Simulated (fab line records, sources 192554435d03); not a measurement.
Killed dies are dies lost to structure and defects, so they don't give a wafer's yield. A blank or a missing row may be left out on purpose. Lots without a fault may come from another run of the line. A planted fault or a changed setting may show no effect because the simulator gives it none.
fab line records | flow n5_finfet
record lots=7 wafers=39
route steps=1938 shown ZERO_LAYER@4 FIN_SAQP@138 HKMG_FIN@403 MOL_CONTACT_COAG@562
start_h: hours from the record's first day to the start of the lot's first wafer shown | wait_h: hours since the lot's step before | " the same as in the row above | L1.1+2: a row that stands for several wafers | - no value, or no start given | * or withheld: withheld | < > ~ a bound
route shown NAME@n: a module of which the file shows steps, and the number in the route of the first | usual: mean/standard deviation of fault-free wafers | same: alike in all rows | chamber/n: place in a boat | sites: the reading at each site | _std_site: their standard deviation | _edge_site: outer sites' mean less inner sites' | radius_mm: how far each site lies from the wafer's centre | mask NAME#n: copy n | behind: the tool/chamber that last shaped the wafer | hold: why the lot was held/for how many hours/how that ended | device: the transistor (n, p or np) that didn't switch | end of line: the same wafers' tests at the end of the route | a step without rows: its recipe alone | killed: dies lost to structure and defects at the first sort, not the wafer's yield | map: a wafer's dies, x killed, . not, _ none there
set.NAME: the setting as run; set.NAME@STEP: as run at that earlier step | model.NAME: the simulator's own value behind a step, which no gauge read
lots whose settings were changed on purpose; a table a step, a row a wafer
## steps
# step N5_ZERO_LAYER_PECVD_02
# recipe material=SiO2 target_thk_a=100 temp_c=400 precursor=SiH4/N2O pressure_torr=0.75 rf_w=275 time_s=6
# columns lot.wafer tool chamber start_h wait_h set.time_s model.SiO2_of_ZERO_LAYER_PECVD_02.thk_nm
L074.1+5 pecvd-04 0,1 12.28 0.0 6 10.13
L074.2 " 2 " " 8.089 13.5
L074.3 " 1 " " 6 10.15
L074.4+6 " 2,0 " " 8.089 13.68
L078.1 pecvd-04 0 36.30 0.0 6 10.12
L078.2 " 1 " " 6 9.998
L078.3 " 2 " " 6 9.877
L078.4 " 0 " " 6 10.19
L078.5 " 2 " " 6 10.05
L078.6 " 1 " " 6 10.24
L082.2 pecvd-03 1 60.30 0.0 6 10.08
L082.4 " 1 " " 6 10.28
L082.5 " 0 " " 6 10.36
L087.1 pecvd-03 1 90.30 0.0 6 9.975
L087.2 " 0 " " 6 9.963
L087.3 " 2 " " 6 10.02
L087.4 " 1 " " 6 10.36
L087.5 " 2 " " 6 10.05
L087.6 " 0 " " 6 10.2
L091.1 pecvd-03 1 114.30 0.0 8.621 14.17
L091.2 " 2 " " 8.621 14.14
L091.3 " 0 " " 6 9.876
L091.4 " 1 " " 6 10.19
L091.5 " 0 " " 8.621 14.34
L091.6 " 2 " " 6 10.04
L093.1 pecvd-03 0 126.30 0.0 6 9.725
L093.2 " 1 " " 8.276 13.76
L093.3 " 2 " " 6 9.86
L093.4 " 1 " " 8.276 13.99
L093.5 " 2 " " 8.276 13.89
L093.6 " 0 " " 6 9.986
L095.1 pecvd-04 2 138.28 0.0 5.06 8.411
L095.2 " 0 " " 6 10.26
L095.3 " 1 " " 5.06 8.776
L095.4 " 2 " " 6 10.1
L095.5 " 1 " " 5.06 8.943
L095.6 " 0 " " 6 10.35
# step N5_FIN_SAQP_SPACER2_ALD_28
# recipe material=SiO2 target_thk_a=81 temp_c=300 ald_precursor_family=BDEAS ald_co_reactant=O2-plasma pulse_time_s=1 purge_time_s=2 co_reactant_purge_time_s=2 pressure_torr=2
# columns lot.wafer tool chamber start_h wait_h set.target_thk_a model.SiO2_of_FIN_SAQP_SPACER2_ALD_28.thk_nm
L074.1+4+5 ald_sin-03 2,3,0 26.54 1.5 81 8
L074.2+3+6 " 0,1,3 " " 111.3 11.2
L078.1+2+4 ald_sin-01 1,0,2 49.11 0.1 43.23 4.4
L078.3+5+6 " 3,1,0 " " 81 8.2
L082.2+4+5 ald_sin-03 2,0,2 74.34 0.1 81 8.2
L087.1+5+6 ald_sin-03 2,0,1 105.27 0.8 39.61 4
L087.2+3+4 " 1,0,3 " " 81 8.2
L091.1+5+6 ald_sin-03 1,3,0 127.28 0.1 35.75 3.6
L091.2+3+4 " 2,0,3 " " 81 8
L093.1+2+3+4+5+6 ald_sin-04 1,0,3,1,0,3 145.14 0.1 81 8
L095.1 ald_sin-03 0 151.66 0.3 81 8.2
L095.2+3 " 3,2 " " 81 8
L095.4+5+6 " 1,2,3 " " 42.13 4.2
# step N5_FIN_SAQP_SPACER2_ETCHBACK_29
# recipe chemistry=CHF3/O2 mode=anisotropic_etchback target=SiO2 target_depth_a=122 time_s=6.1 pressure_mtorr=30 source_w=650 bias_w=170 Ar_flow_sccm=200 CHF3_flow_sccm=50 O2_flow_sccm=5 ion_energy_ev=200
# step N5_FIN_SAQP_MANDREL2_REMOVE_60
# recipe chemistry=HBr/Cl2/O2 bt_time_s=10 target=a-Si stop_on=SiNx endpoint=OES-SiCl over_etch_frac=1 icp_w=600 bias_w=22 HBr_flow_sccm=150 Cl2_flow_sccm=80 O2_flow_sccm=5 pressure_mtorr=10
# columns lot.wafer tool chamber start_h wait_h set.target_thk_a@FIN_SAQP_SPACER2_ALD_28 model.FIN_SAQP.cd_nm
L074.1+5 rie_si-01 1 26.96 0.1 81 8
L074.2+3+6 " 3,2,2 " " 111.3 11.2
L074.4 " 0 " " 81 8.2
L078.1 rie_si-01 0 49.89 0.1 43.23 4.4
L078.2 " 1 " " 43.23 4.2
L078.3+6 " 3,0 " " 81 8.2
L078.4 " 2 " " 43.23 4.6
L078.5 " 1 " " 81 8
L082.2+4+5 rie_si-06 2,1,3 75.00 0.1 81 8.2
L087.1+5+6 rie_si-03 0,0,1 105.69 0.1 39.61 4
L087.2 " 2 " " 81 8.2
L087.3+4 " 3,1 " " 81 8
L091.1+5 rie_si-06 0 127.69 0.1 35.75 3.6
L091.2+3 " 3,1 " " 81 8
L091.4 " 2 " " 81 8.2
L091.6 " 3 " " 35.75 3.4
L093.1+4 rie_si-03 2,3 145.55 0.1 81 8
L093.2+3+5+6 " 0,1,3,0 " " 81 8.2
L095.1 rie_si-01 1 152.13 0.1 81 8
L095.2+3 " 2,3 " " 81 8.2
L095.4+5+6 " 0,0,3 " " 42.13 4.2
# step N5_FIN_SAQP_CD_MEAS_31
# recipe target_cd_nm=8 landing_energy_ev=1000 detector=se_inlens polarity=line
# usual cd_nm=8.10/0.23
# columns lot.wafer tool chamber start_h wait_h set.target_thk_a@FIN_SAQP_SPACER2_ALD_28 cd_nm
L074.1 cd_sem-03 0 27.07 0.1 81 8.10
L074.2 " 0 " " 111.3 11.04
L074.3 " 0 " " 111.3 11.24
L074.4 " 0 " " 81 8.07
L074.5 " 0 " " 81 8.03
L074.6 " 0 " " 111.3 11.07
L078.1 cd_sem-03 0 50.00 0.1 43.23 4.79
L078.2 " 0 " " 43.23 4.38
L078.3 " 0 " " 81 8.25
L078.4 " 0 " " 43.23 4.77
L078.5 " 0 " " 81 8.03
L078.6 " 0 " " 81 8.05
L082.2 cd_sem-03 0 75.11 0.1 81 8.36
L082.4 " 0 " " 81 8.51
L082.5 " 0 " " 81 8.20
L087.1 cd_sem-02 0 105.80 0.1 39.61 4.22
L087.2 " 0 " " 81 8.53
L087.3 " 0 " " 81 8.26
L087.4 " 0 " " 81 8.32
L087.5 " 0 " " 39.61 4.04
L087.6 " 0 " " 39.61 4.44
L091.1 cd_sem-03 0 127.80 0.1 35.75 3.79
L091.2 " 0 " " 81 7.99
L091.3 " 0 " " 81 8.39
L091.4 " 0 " " 81 7.58
L091.5 " 0 " " 35.75 3.42
L091.6 " 0 " " 35.75 3.64
L093.1 cd_sem-02 0 145.66 0.1 81 7.88
L093.2 " 0 " " 81 8.25
L093.3 " 0 " " 81 7.84
L093.4 " 0 " " 81 8.36
L093.5 " 0 " " 81 7.94
L093.6 " 0 " " 81 7.87
L095.1 cd_sem-01 0 152.24 0.1 81 7.93
L095.2 " 0 " " 81 8.21
L095.3 " 0 " " 81 8.47
L095.4 " 0 " " 42.13 4.37
L095.5 " 0 " " 42.13 4.26
L095.6 " 0 " " 42.13 3.83
# step N5_FIN_SAQP_HM_OPEN_33
# recipe chemistry=CH3F/O2 target=SiNx mask_material=SiO2 target_depth_a=494 time_s=70.6 pressure_mtorr=30 source_w=395 bias_w=73 Ar_flow_sccm=150 CH3F_flow_sccm=30 O2_flow_sccm=20 ion_energy_ev=120 ends=cleared
# step N5_FIN_SAQP_ETCH_34
# recipe chemistry=C4F6/O2 target=SiO2 target_depth_a=450 time_s=15 ion_energy_ev=250 pressure_mtorr=30 source_w=345 bias_w=185 Ar_flow_sccm=300 C4F6_flow_sccm=10 O2_flow_sccm=10 ends=cleared
# columns lot.wafer tool chamber start_h wait_h set.target_thk_a@FIN_SAQP_SPACER2_ALD_28 model.FIN_SAQP.cd_nm
L074.1+5 rie_diel-05 0,3 27.19 0.0 81 8
L074.2+6 " 1 " " 111.3 11
L074.3 " 3 " " 111.3 11.2
L074.4 " 0 " " 81 8.2
L078.1+4 rie_diel-06 1,3 50.28 0.0 43.23 4.6
L078.2 " 0 " " 43.23 4.2
L078.3+5 " 2,1 " " 81 8.2
L078.6 " 2 " " 81 8.4
L082.2 rie_diel-04 0 75.42 0.0 81 8.6
L082.4+5 " 2 " " 81 8.2
L087.1+5+6 rie_diel-04 0,0,1 105.91 0.0 39.61 4
L087.2 " 1 " " 81 8.2
L087.3+4 " 2,3 " " 81 8
L091.1 rie_diel-04 0 127.92 0.0 35.75 3.6
L091.2+3+4 " 3,1,2 " " 81 8.2
L091.5+6 " 2,1 " " 35.75 3.4
L093.1+3+4+5 rie_diel-05 3,0,1,0 145.78 0.0 81 8.2
L093.2+6 " 2,1 " " 81 8.4
L095.1+2+3 rie_diel-05 2,1,0 152.36 0.0 81 8.2
L095.4+6 " 3,1 " " 42.13 4.2
L095.5 " 0 " " 42.13 4.4
# step N5_FIN_SAQP_STRIP_77
# recipe chemistry=N2/H2 time_s=90 power_w=100 temp_c=40 pressure_mtorr=100 rf_frequency_hz=6e+07 bias_power_w=3 n2_flow_sccm=300 h2_flow_sccm=300
# step N5_FIN_SAQP_HM_CD_35
# recipe target_cd_nm=8 polarity=line
# usual cd_nm=8.13/0.25
# columns lot.wafer tool chamber start_h wait_h set.target_thk_a@FIN_SAQP_SPACER2_ALD_28 cd_nm
L074.1 cd_sem-02 - 27.33 0.1 81 7.87
L074.2 " - " " 111.3 10.74
L074.3 " - " " 111.3 11.57
L074.4 " - " " 81 8.12
L074.5 " - " " 81 8.38
L074.6 " - " " 111.3 10.86
L078.1 cd_sem-03 - 50.43 0.1 43.23 4.44
L078.2 " - " " 43.23 4.27
L078.3 " - " " 81 8.09
L078.4 " - " " 43.23 4.43
L078.5 " - " " 81 8.02
L078.6 " - " " 81 8.49
L082.2 cd_sem-02 - 75.57 0.1 81 8.91
L082.4 " - " " 81 8.18
L082.5 " - " " 81 8.44
L087.1 cd_sem-02 - 106.06 0.1 39.61 4.02
L087.2 " - " " 81 8.29
L087.3 " - " " 81 8.07
L087.4 " - " " 81 7.93
L087.5 " - " " 39.61 4.07
L087.6 " - " " 39.61 3.93
L091.1 cd_sem-03 - 128.07 0.1 35.75 3.83
L091.2 " - " " 81 8.57
L091.3 " - " " 81 8.44
L091.4 " - " " 81 8.04
L091.5 " - " " 35.75 3.68
L091.6 " - " " 35.75 3.82
L093.1 cd_sem-02 - 145.92 0.1 81 8.12
L093.2 " - " " 81 8.62
L093.3 " - " " 81 8.29
L093.4 " - " " 81 8.22
L093.5 " - " " 81 8.13
L093.6 " - " " 81 8.73
L095.1 cd_sem-03 - 152.51 0.1 81 8.43
L095.2 " - " " 81 8.46
L095.3 " - " " 81 8.05
L095.4 " - " " 42.13 4.49
L095.5 " - " " 42.13 4.55
L095.6 " - " " 42.13 4.10
# step N5_FIN_SAQP_ETCH_64
# recipe chemistry=CF4 target=SiO2 target_depth_a=15 ion_energy_ev=350 pressure_mtorr=10 icp_w=800 bias_w=400 cf4_flow_sccm=80
# step N5_FIN_SAQP_FIN_ETCH_36
# recipe chemistry=HBr/Cl2/O2 target_depth_a=1200 mask_material=SiNx time_s=50.4 bias_w=102 pressure_mtorr=10 icp_w=800 HBr_flow_sccm=150 Cl2_flow_sccm=80 O2_flow_sccm=12
# step N5_FIN_SAQP_CD_MEAS_37
# recipe target_cd_nm=8 polarity=line
# usual cd_nm=8.24/0.26
# columns lot.wafer tool chamber start_h wait_h set.target_thk_a@FIN_SAQP_SPACER2_ALD_28 cd_nm
L074.1 cd_sem-02 - 27.52 0.1 81 8.01
L074.2 " - " " 111.3 10.94
L074.3 " - " " 111.3 11.41
L074.4 " - " " 81 8.42
L074.5 " - " " 81 8.25
L074.6 " - " " 111.3 11.02
L078.1 cd_sem-02 - 50.61 0.1 43.23 4.82
L078.2 " - " " 43.23 4.62
L078.3 " - " " 81 8.44
L078.4 " - " " 43.23 4.79
L078.5 " - " " 81 7.93
L078.6 " - " " 81 9.06
L082.2 cd_sem-02 - 75.76 0.1 81 8.88
L082.4 " - " " 81 8.49
L082.5 " - " " 81 8.83
L087.1 cd_sem-02 - 106.25 0.1 39.61 4.08
L087.2 " - " " 81 8.48
L087.3 " - " " 81 8.28
L087.4 " - " " 81 7.86
L087.5 " - " " 39.61 4.27
L087.6 " - " " 39.61 3.96
L091.1 cd_sem-02 - 128.26 0.1 35.75 3.42
L091.2 " - " " 81 8.41
L091.3 " - " " 81 8.19
L091.4 " - " " 81 8.35
L091.5 " - " " 35.75 3.52
L091.6 " - " " 35.75 3.64
L093.1 cd_sem-03 - 146.11 0.1 81 8.19
L093.2 " - " " 81 8.48
L093.3 " - " " 81 8.30
L093.4 " - " " 81 8.07
L093.5 " - " " 81 8.23
L093.6 " - " " 81 8.61
L095.1 cd_sem-02 - 152.70 0.1 81 8.38
L095.2 " - " " 81 8.30
L095.3 " - " " 81 8.78
L095.4 " - " " 42.13 4.10
L095.5 " - " " 42.13 4.46
L095.6 " - " " 42.13 4.36
# step N5_HKMG_FIN_ETCH_55
# recipe chemistry=N2/H2 target=SOC target_depth_a=2400 temp_c=40 time_s=300 ion_energy_ev=200 mask_material=SiARC pressure_mtorr=30 source_w=840 bias_w=150 n2_flow_sccm=200 h2_flow_sccm=200
# columns lot.wafer tool chamber start_h wait_h set.time_s model.etch.depth_nm model.HKMG_FIN.feature_depth_nm model.SiARC_of_HKMG_FIN_COAT_42.thk_nm
L074.1 rie_diel-04 2 71.44 0.0 300 243.9 244 21
L074.2 " 0 " " 159.8 122.1 122 28.2
L074.3 " 3 " " 300 245 245 21
L074.4 " 1 " " 300 235 235 21.6
L074.5 " 1 " " 159.8 126.1 126 27.6
L074.6 " 2 " " 159.8 130.1 130 27.6
L078.1 rie_diel-04 3 95.24 0.0 300 244.9 244.8 20.8
L078.2+5 " 2 " " 300 246.6 246.6 20.8
L078.3 " 1 " " 300 237.5 237.4 21.2
L078.4 " 0 " " 300 232.1 232 21.6
L078.6 " 1 " " 300 236.9 236.8 21.2
L082.2 rie_diel-06 1 120.75 0.0 300 247.1 247.2 20
L082.4 " 3 " " 300 239.9 240 21.2
L082.5 " 2 " " 300 245 245 21
L087.1 rie_diel-06 2 156.25 0.0 300 243 243 21.2
L087.2 " 0 " " 300 235.8 235.8 21.6
L087.3 " 1 " " 300 243.6 243.6 20.2
L087.4 " 2 " " 198.2 160.2 160.2 25.8
L087.5 " 1 " " 198.2 160.8 160.8 25.4
L087.6 " 0 " " 198.2 156.2 156.2 26.2
L091.1 rie_diel-05 0 174.24 0.0 300 246.7 246.6 21
L091.2 " 2 " " 300 229.7 229.6 22
L091.3 " 3 " " 459.5 346.5 346.6 15.6
L091.4 " 1 " " 300 233.8 233.8 21.8
L091.5 " 2 " " 459.5 350.4 350.4 15.4
L091.6 " 1 " " 459.5 358.4 358.4 14.8
L093.1 rie_diel-05 1 193.71 0.0 300 234.5 234.6 21.6
L093.2 " 0 " " 169.9 140.1 140.2 27
L093.3 " 3 " " 169.9 129.2 129.2 27.8
L093.4 " 2 " " 300 231 231 22
L093.5 " 0 " " 300 248.7 248.8 20.8
L093.6 " 3 " " 169.9 129.4 129.4 27.6
L095.1 rie_diel-05 0 199.01 0.0 300 246.6 246.6 20.8
L095.2 " 2 " " 205.1 156.3 156.4 26.2
L095.3 " 1 " " 205.1 161.8 161.8 25.8
L095.4 " 3 " " 300 228.6 228.6 22
L095.5 " 3 " " 205.1 154.2 154.2 26.4
L095.6 " 2 " " 300 230.7 230.8 21.8
# step N5_HKMG_FIN_STRIP_56
# recipe chemistry=N2/H2 temp_c=40 n2_flow_sccm=200 h2_flow_sccm=200 rf_frequency_hz=6e+07
# step N5_HKMG_FIN_STRIP_57
# recipe chemistry=CF4 resist=SiARC power_w=300 bias_power_w=75 pressure_mtorr=50 cf4_flow_sccm=150 rf_frequency_hz=6e+07
# step N5_HKMG_FIN_ETCH_58
# recipe chemistry=N2/H2 target=SOC target_depth_a=2158 ion_energy_ev=50 bias_w=13 time_s=741 pressure_mtorr=30 source_w=875 n2_flow_sccm=200 h2_flow_sccm=200
# columns lot.wafer tool chamber start_h wait_h set.time_s@HKMG_FIN_ETCH_55 model.HKMG_FIN.cd_offset_nm
L074.1 rie_diel-04 2 71.65 0.0 300 0.6
L074.2 " 0 " " 159.8 -3.4
L074.3 " 3 " " 300 -0.2
L074.4 " 1 " " 300 0
L074.5 " 1 " " 159.8 -3.8
L074.6 " 2 " " 159.8 -2.8
L078.1 rie_diel-04 3 95.45 0.0 300 0.2
L078.2 " 2 " " 300 1.6
L078.3 " 1 " " 300 -0.4
L078.4 " 0 " " 300 0
L078.5 " 2 " " 300 1
L078.6 " 1 " " 300 -0.2
L082.2 rie_diel-06 1 120.96 0.0 300 0.2
L082.4 " 3 " " 300 -0.2
L082.5 " 2 " " 300 0
L087.1 rie_diel-06 2 156.46 0.0 300 0.6
L087.2 " 0 " " 300 0.2
L087.3 " 1 " " 300 1.6
L087.4 " 2 " " 198.2 -2
L087.5 " 1 " " 198.2 -1.2
L087.6 " 0 " " 198.2 -1.8
L091.1 rie_diel-05 0 174.46 0.0 300 -0.2
L091.2 " 2 " " 300 0
L091.3 " 3 " " 459.5 1.8
L091.4 " 1 " " 300 -0.6
L091.5 " 2 " " 459.5 3
L091.6 " 1 " " 459.5 3.4
L093.1 rie_diel-05 1 193.92 0.0 300 -0.4
L093.2 " 0 " " 169.9 -3.2
L093.3 " 3 " " 169.9 -4
L093.4 " 2 " " 300 -1.4
L093.5 " 0 " " 300 0.4
L093.6 " 3 " " 169.9 -3.6
L095.1 rie_diel-05 0 199.22 0.0 300 1
L095.2 " 2 " " 205.1 -1.2
L095.3 " 1 " " 205.1 -1
L095.4 " 3 " " 300 -0.6
L095.5 " 3 " " 205.1 -0.6
L095.6 " 2 " " 300 0.2
# step N5_MOL_CONTACT_COAG_ALD_123
# recipe material=SiNx target_thk_a=50 temp_c=400 ald_precursor_family=SiH2I2 ald_co_reactant=N2/H2-plasma pulse_time_s=1 purge_time_s=2 co_reactant_purge_time_s=2 ald_cycles=100 pressure_torr=2
# columns lot.wafer tool chamber start_h wait_h set.ald_cycles model.SiNx_of_MOL_CONTACT_COAG_ALD_123.thk_nm
L074.1 ald_sin-01 1 97.46 0.2 126 6.4
L074.2+3 " 3,0 " " 126 6.2
L074.4+5+6 " 1,3,0 " " 100 5
L078.1+2+5 ald_sin-04 1,3,1 121.69 0.2 129 6.4
L078.3+4+6 " 2,0,0 " " 100 5
L082.2+4+5 ald_sin-03 3,0,3 145.66 0.0 100 5
L087.1+3+4 ald_sin-01 2,0,1 183.54 1.0 100 5
L087.2+5+6 " 3,2,3 " " 150 7.6
L091.1+3+4 ald_sin-01 2,0,3 202.15 0.0 52 2.6
L091.2+5+6 " 1,3,2 " " 100 5
L093.1+3+5 ald_sin-03 1,3,0 220.15 0.0 127 6.4
L093.2+4+6 " 0,2,1 " " 100 5
L095.1+2+3+4+5+6 ald_sin-01 3,2,0,1,3,2 224.31 0.3 100 5
# step N5_MOL_CONTACT_COAG_PECVD_31
# recipe material=SiO2 target_thk_a=460 temp_c=400 precursor=TEOS/O2 pressure_torr=6.5 rf_w=withheld teos_flow_sccm=withheld gas=O2 flow_sccm=2650 time_s=8.9
# step N5_MOL_CONTACT_COAG_COAT_75
# recipe resist=SOC temp_c=250 time_s=60 spin_rpm=1500 resist_thk_nm=60
# step N5_MOL_CONTACT_COAG_STRIP_120
# recipe chemistry=CHF3 resist=SiARC rf_frequency_hz=6e+07
# step N5_MOL_CONTACT_COAG_VIA_ETCH_117
# recipe chemistry=C4F6/O2 target_depth_a=400 overetch_a=80 mask_material=SOC target=SiO2 bias_w=455 pressure_mtorr=10 time_s=26 source_w=325 Ar_flow_sccm=300 C4F6_flow_sccm=10 O2_flow_sccm=10 ion_energy_ev=575.3 ends=end_point
# step N5_MOL_CONTACT_COAG_ETCH_124
# recipe chemistry=CH3F/O2 target=SiNx target_depth_a=65 mask_material=SOC stop_on=SiOC over_etch_frac=0.3 ion_energy_ev=120 pressure_mtorr=30 source_w=395 bias_w=73 Ar_flow_sccm=150 CH3F_flow_sccm=30 O2_flow_sccm=20 ends=end_point
# columns lot.wafer tool chamber start_h wait_h set.ald_cycles@MOL_CONTACT_COAG_ALD_123 model.etch.depth_nm
L074.1 rie_diel-05 1 102.04 0.0 126 6.304
L074.2 " 2 " " 126 6.292
L074.3 " 0 " " 126 6.297
L074.4 " 2 " " 100 5
L074.5 " 1 " " 100 5.012
L074.6 " 0 " " 100 4.969
L078.1 rie_diel-05 2 124.67 0.0 129 6.408
L078.2 " 1 " " 129 6.43
L078.3 " 3 " " 100 4.982
L078.4 " 0 " " 100 4.986
L078.5 " 1 " " 129 6.427
L078.6 " 2 " " 100 4.999
L082.2 rie_diel-04 3 148.66 0.0 100 4.982
L082.4 " 1 " " 100 4.956
L082.5 " 1 " " 100 4.977
L087.1 rie_diel-04 2 188.10 0.0 100 4.998
L087.2 " 0 " " 150 6.326
L087.3 " 3 " " 100 4.957
L087.4 " 1 " " 100 5.022
L087.5 " 0 " " 150 6.294
L087.6 " 3 " " 150 6.54
L091.1 rie_diel-05 3 205.37 0.0 52 2.603
L091.2 " 1 " " 100 5.001
L091.3 " 2 " " 52 2.557
L091.4 " 0 " " 52 2.601
L091.5 " 0 " " 100 5.013
L091.6 " 3 " " 100 4.999
L093.1 rie_diel-04 2 224.06 0.0 127 6.367
L093.2 " 3 " " 100 4.999
L093.3 " 1 " " 127 6.344
L093.4 " 0 " " 100 5.001
L093.5 " 0 " " 127 6.276
L093.6 " 3 " " 100 4.989
L095.1 rie_diel-06 3 228.54 0.0 100 4.995
L095.2 " 1 " " 100 5.021
L095.3 " 0 " " 100 4.975
L095.4 " 2 " " 100 5.014
L095.5 " 1 " " 100 5.032
L095.6 " 2 " " 100 5.039
## key
split step=N5_ZERO_LAYER_PECVD_02 setting=time_s stated=6 by=wafer
response step=N5_ZERO_LAYER_PECVD_02 reading=model.SiO2_of_ZERO_LAYER_PECVD_02.thk_nm change=+0.1 per=1% r=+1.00
split step=N5_FIN_SAQP_SPACER2_ALD_28 setting=target_thk_a stated=81 by=wafer
response step=N5_FIN_SAQP_SPACER2_ALD_28 reading=model.SiO2_of_FIN_SAQP_SPACER2_ALD_28.thk_nm change=+0.0812 per=1% r=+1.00
response step=N5_FIN_SAQP_MANDREL2_REMOVE_60 reading=model.FIN_SAQP.cd_nm change=+0.0811 per=1% r=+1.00
response step=N5_FIN_SAQP_CD_MEAS_31 reading=cd_nm change=+0.0797 per=1% r=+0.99
response step=N5_FIN_SAQP_ETCH_34 reading=model.FIN_SAQP.cd_nm change=+0.0819 per=1% r=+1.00
response step=N5_FIN_SAQP_HM_CD_35 reading=cd_nm change=+0.0811 per=1% r=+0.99
response step=N5_FIN_SAQP_CD_MEAS_37 reading=cd_nm change=+0.0827 per=1% r=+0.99
split step=N5_HKMG_FIN_ETCH_55 setting=time_s stated=300 by=wafer
response step=N5_HKMG_FIN_ETCH_55 reading=model.etch.depth_nm change=+2.36 per=1% r=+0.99
response step=N5_HKMG_FIN_ETCH_55 reading=model.HKMG_FIN.feature_depth_nm change=+2.36 per=1% r=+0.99
response step=N5_HKMG_FIN_ETCH_55 reading=model.SiARC_of_HKMG_FIN_COAT_42.thk_nm change=-0.134 per=1% r=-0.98
response step=N5_HKMG_FIN_ETCH_58 reading=model.HKMG_FIN.cd_offset_nm change=+0.0638 per=1% r=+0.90
split step=N5_MOL_CONTACT_COAG_ALD_123 setting=ald_cycles stated=100 by=wafer
response step=N5_MOL_CONTACT_COAG_ALD_123 reading=model.SiNx_of_MOL_CONTACT_COAG_ALD_123.thk_nm change=+0.0506 per=1% r=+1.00
response step=N5_MOL_CONTACT_COAG_ETCH_124 reading=model.etch.depth_nm change=+0.0422 per=1% r=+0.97
